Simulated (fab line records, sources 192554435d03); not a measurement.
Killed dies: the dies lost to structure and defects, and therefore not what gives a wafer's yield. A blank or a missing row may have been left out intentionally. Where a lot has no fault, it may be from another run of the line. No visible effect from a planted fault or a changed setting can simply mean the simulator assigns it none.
Matching of chambers :: flow n5Finfet :: N5_BEOL_M6_ETCH_62 on rieDiel-03: 4 sister chambers
The step etches SOC in N2/H2, target depth 110 nm, overetch 22 nm, time 165 s. 24 wafers are shown with their chamber, then 12 later ones without.

== WAFERS WITH THEIR CHAMBER ==
wafer: L075.3
chamber: 1
showerheadPlenumPTorr (Torr): 2.46
drypumpMotorCurrentA (A): 5.4
throttleValvePct (%): 17.2

wafer: L075.4
chamber: 3
showerheadPlenumPTorr (Torr): 2.44
drypumpMotorCurrentA (A): 6.4
throttleValvePct (%): 18.1

wafer: L075.5
chamber: 0
showerheadPlenumPTorr (Torr): 2.69
drypumpMotorCurrentA (A): 5.2
throttleValvePct (%): 17.5

wafer: L076.2
chamber: 0
showerheadPlenumPTorr (Torr): 2.69
drypumpMotorCurrentA (A): 5.2
throttleValvePct (%): 17.5

wafer: L076.3
chamber: 3
showerheadPlenumPTorr (Torr): 2.44
drypumpMotorCurrentA (A): 6.5
throttleValvePct (%): 18.1

wafer: L076.4
chamber: 1
showerheadPlenumPTorr (Torr): 2.46
drypumpMotorCurrentA (A): 5.4
throttleValvePct (%): 17.2

wafer: L077.3
chamber: 3
showerheadPlenumPTorr (Torr): 2.44
drypumpMotorCurrentA (A): 6.5
throttleValvePct (%): 18.1

wafer: L077.4
chamber: 1
showerheadPlenumPTorr (Torr): 2.46
drypumpMotorCurrentA (A): 5.4
throttleValvePct (%): 17.2

wafer: L077.5
chamber: 1
showerheadPlenumPTorr (Torr): 2.46
drypumpMotorCurrentA (A): 5.4
throttleValvePct (%): 17.2

wafer: L085.1
chamber: 0
showerheadPlenumPTorr (Torr): 2.68
drypumpMotorCurrentA (A): 5.2
throttleValvePct (%): 17.5

wafer: L085.3
chamber: 2
showerheadPlenumPTorr (Torr): 2.50
drypumpMotorCurrentA (A): 4.7
throttleValvePct (%): 17.5

wafer: L085.5
chamber: 3
showerheadPlenumPTorr (Torr): 2.44
drypumpMotorCurrentA (A): 6.5
throttleValvePct (%): 18.2

wafer: L086.1
chamber: 3
showerheadPlenumPTorr (Torr): 2.43
drypumpMotorCurrentA (A): 6.4
throttleValvePct (%): 18.2

wafer: L086.2
chamber: 0
showerheadPlenumPTorr (Torr): 2.68
drypumpMotorCurrentA (A): 5.2
throttleValvePct (%): 17.5

wafer: L086.6
chamber: 0
showerheadPlenumPTorr (Torr): 2.68
drypumpMotorCurrentA (A): 5.2
throttleValvePct (%): 17.6

wafer: L087.1
chamber: 2
showerheadPlenumPTorr (Torr): 2.50
drypumpMotorCurrentA (A): 4.8
throttleValvePct (%): 17.5

wafer: L087.5
chamber: 1
showerheadPlenumPTorr (Torr): 2.45
drypumpMotorCurrentA (A): 5.4
throttleValvePct (%): 17.2

wafer: L087.6
chamber: 0
showerheadPlenumPTorr (Torr): 2.68
drypumpMotorCurrentA (A): 5.2
throttleValvePct (%): 17.5

wafer: L089.3
chamber: 0
showerheadPlenumPTorr (Torr): 2.68
drypumpMotorCurrentA (A): 5.2
throttleValvePct (%): 17.6

wafer: L089.5
chamber: 1
showerheadPlenumPTorr (Torr): 2.45
drypumpMotorCurrentA (A): 5.4
throttleValvePct (%): 17.2

wafer: L089.6
chamber: 2
showerheadPlenumPTorr (Torr): 2.50
drypumpMotorCurrentA (A): 4.7
throttleValvePct (%): 17.5

wafer: L090.1
chamber: 0
showerheadPlenumPTorr (Torr): 2.68
drypumpMotorCurrentA (A): 5.2
throttleValvePct (%): 17.6

wafer: L090.4
chamber: 1
showerheadPlenumPTorr (Torr): 2.45
drypumpMotorCurrentA (A): 5.4
throttleValvePct (%): 17.3

wafer: L090.5
chamber: 3
showerheadPlenumPTorr (Torr): 2.43
drypumpMotorCurrentA (A): 6.5
throttleValvePct (%): 18.2

SIGNATURES, as means of the wafers listed above
reading: showerheadPlenumPTorr
chamber 0: 2.6825
chamber 1: 2.4557
chamber 2: 2.5000
chamber 3: 2.4367
scatter within a chamber: 0.00477

reading: drypumpMotorCurrentA
chamber 0: 5.200
chamber 1: 5.400
chamber 2: 4.733
chamber 3: 6.467
scatter within a chamber: 0.0316

reading: throttleValvePct
chamber 0: 17.538
chamber 1: 17.214
chamber 2: 17.500
chamber 3: 18.150
scatter within a chamber: 0.046
Rule: a wafer lies at a distance from a chamber equal to the root of the sum of squares, over the readings, of (its reading less the chamber's mean, divided by the reading's scatter). The wafer belongs to the nearest chamber; if the next one is less than 2 further off, it can't be placed. How the scatter is found: for the shown wafers, subtract from each reading the mean of its chamber, square and add these, divide the total by (wafers less chambers), then take the root.

== WAFERS WITH NO CHAMBER GIVEN ==
wafer: L091.2
showerheadPlenumPTorr (Torr): 2.68
drypumpMotorCurrentA (A): 5.2
throttleValvePct (%): 17.6

wafer: L091.3
showerheadPlenumPTorr (Torr): 2.49
drypumpMotorCurrentA (A): 4.7
throttleValvePct (%): 17.6

wafer: L091.5
showerheadPlenumPTorr (Torr): 2.45
drypumpMotorCurrentA (A): 5.4
throttleValvePct (%): 17.2

wafer: L092.1
showerheadPlenumPTorr (Torr): 2.68
drypumpMotorCurrentA (A): 5.2
throttleValvePct (%): 17.6

wafer: L092.4
showerheadPlenumPTorr (Torr): 2.49
drypumpMotorCurrentA (A): 4.7
throttleValvePct (%): 17.5

wafer: L092.6
showerheadPlenumPTorr (Torr): 2.49
drypumpMotorCurrentA (A): 4.7
throttleValvePct (%): 17.5

wafer: L095.1
showerheadPlenumPTorr (Torr): 2.49
drypumpMotorCurrentA (A): 4.7
throttleValvePct (%): 17.5

wafer: L095.5
showerheadPlenumPTorr (Torr): 2.49
drypumpMotorCurrentA (A): 4.7
throttleValvePct (%): 17.6

wafer: L095.6
showerheadPlenumPTorr (Torr): 2.45
drypumpMotorCurrentA (A): 5.4
throttleValvePct (%): 17.3

wafer: L097.3
showerheadPlenumPTorr (Torr): 2.45
drypumpMotorCurrentA (A): 5.4
throttleValvePct (%): 17.3

wafer: L097.4
showerheadPlenumPTorr (Torr): 2.49
drypumpMotorCurrentA (A): 4.7
throttleValvePct (%): 17.6

wafer: L097.6
showerheadPlenumPTorr (Torr): 2.67
drypumpMotorCurrentA (A): 5.2
throttleValvePct (%): 17.6

== WHICH CHAMBER EACH WENT THROUGH ==
wafer: L091.2
from the rows above: 0
in truth: 0

wafer: L091.3
from the rows above: 2
in truth: 2

wafer: L091.5
from the rows above: 1
in truth: 1

wafer: L092.1
from the rows above: 0
in truth: 0

wafer: L092.4
from the rows above: 2
in truth: 2

wafer: L092.6
from the rows above: 2
in truth: 2

wafer: L095.1
from the rows above: 2
in truth: 2

wafer: L095.5
from the rows above: 2
in truth: 2

wafer: L095.6
from the rows above: 1
in truth: 1

wafer: L097.3
from the rows above: 1
in truth: 1

wafer: L097.4
from the rows above: 2
in truth: 2

wafer: L097.6
from the rows above: 0
in truth: 0
Placed correctly: 12 of 12. Not placeable from these rows: 0. Placed wrongly: 0.
